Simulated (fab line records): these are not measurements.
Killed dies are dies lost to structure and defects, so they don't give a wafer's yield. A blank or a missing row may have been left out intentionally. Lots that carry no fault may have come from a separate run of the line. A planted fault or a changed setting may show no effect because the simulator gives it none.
Matching of chambers || flow nand harc || NHARC_P_M2_CMP_23 on cmp-02 has 4 sister chambers
The step polishes, t overpolish 20 s, target thk 144.3 nm. 7 wafers are shown with their chamber, then 8 later ones without.

## EACH WAFER AND ITS CHAMBER
{"wafer": "L080.2", "chamber": 1, "motor current A (A)": 13.3, "time to endpoint s (s)": 28.8}
{"wafer": "L080.3", "chamber": 3, "motor current A (A)": 10.8, "time to endpoint s (s)": 28.2}
{"wafer": "L082.3", "chamber": 2, "motor current A (A)": 14.6, "time to endpoint s (s)": 28.8}
{"wafer": "L087.3", "chamber": 0, "motor current A (A)": 12.0, "time to endpoint s (s)": 29.1}
{"wafer": "L087.5", "chamber": 0, "motor current A (A)": 11.5, "time to endpoint s (s)": 28.9}
{"wafer": "L087.6", "chamber": 1, "motor current A (A)": 13.8, "time to endpoint s (s)": 25.1}
{"wafer": "L090.3", "chamber": 2, "motor current A (A)": 13.2, "time to endpoint s (s)": 28.5}

## WAFERS WITH NO CHAMBER GIVEN
{"wafer": "L090.4", "motor current A (A)": 12.5, "time to endpoint s (s)": 27.1}
{"wafer": "L090.6", "motor current A (A)": 14.3, "time to endpoint s (s)": 28.7}
{"wafer": "L091.1", "motor current A (A)": 10.8, "time to endpoint s (s)": 31.7}
{"wafer": "L091.2", "motor current A (A)": 13.5, "time to endpoint s (s)": 31.4}
{"wafer": "L091.4", "motor current A (A)": 11.2, "time to endpoint s (s)": 31.0}
{"wafer": "L097.2", "motor current A (A)": 13.1, "time to endpoint s (s)": 28.5}
{"wafer": "L097.3", "motor current A (A)": 9.9, "time to endpoint s (s)": 29.4}
{"wafer": "L097.5", "motor current A (A)": 11.7, "time to endpoint s (s)": 30.1}

## EACH ONE'S CHAMBER
{"wafer": "L090.4", "from the rows above": "can't be placed: 1 or 0 or 2 or 3", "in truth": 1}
{"wafer": "L090.6", "from the rows above": "can't be placed: 2 or 1", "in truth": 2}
{"wafer": "L091.1", "from the rows above": "can't be placed: 3 or 0", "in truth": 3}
{"wafer": "L091.2", "from the rows above": "can't be placed: 2 or 1 or 0", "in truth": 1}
{"wafer": "L091.4", "from the rows above": "can't be placed: 0 or 3", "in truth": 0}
{"wafer": "L097.2", "from the rows above": "can't be placed: 1 or 2 or 0", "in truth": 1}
{"wafer": "L097.3", "from the rows above": "can't be placed: 3 or 0", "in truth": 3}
{"wafer": "L097.5", "from the rows above": "can't be placed: 0 or 3", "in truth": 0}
Correctly placed: 0 of 8. From these rows, 8 cannot be placed; in 8 the true chamber is one of the candidates. Number placed wrongly: 0.
How it was worked out, from the rows above alone: a wafer's distance from a chamber is the root of the sum, over the readings, of the square of ((its reading less the chamber's mean) divided by the reading's scatter). If the next closest chamber is less than 2 further off than the closest, the wafer can't be placed; otherwise it belongs to the closest. For every chamber, the mean is computed from those of its wafers that are shown. The scatter is the square root of a quotient: the sum, over the shown wafers, of each reading's squared deviation from its chamber's mean, divided by wafers minus chambers.
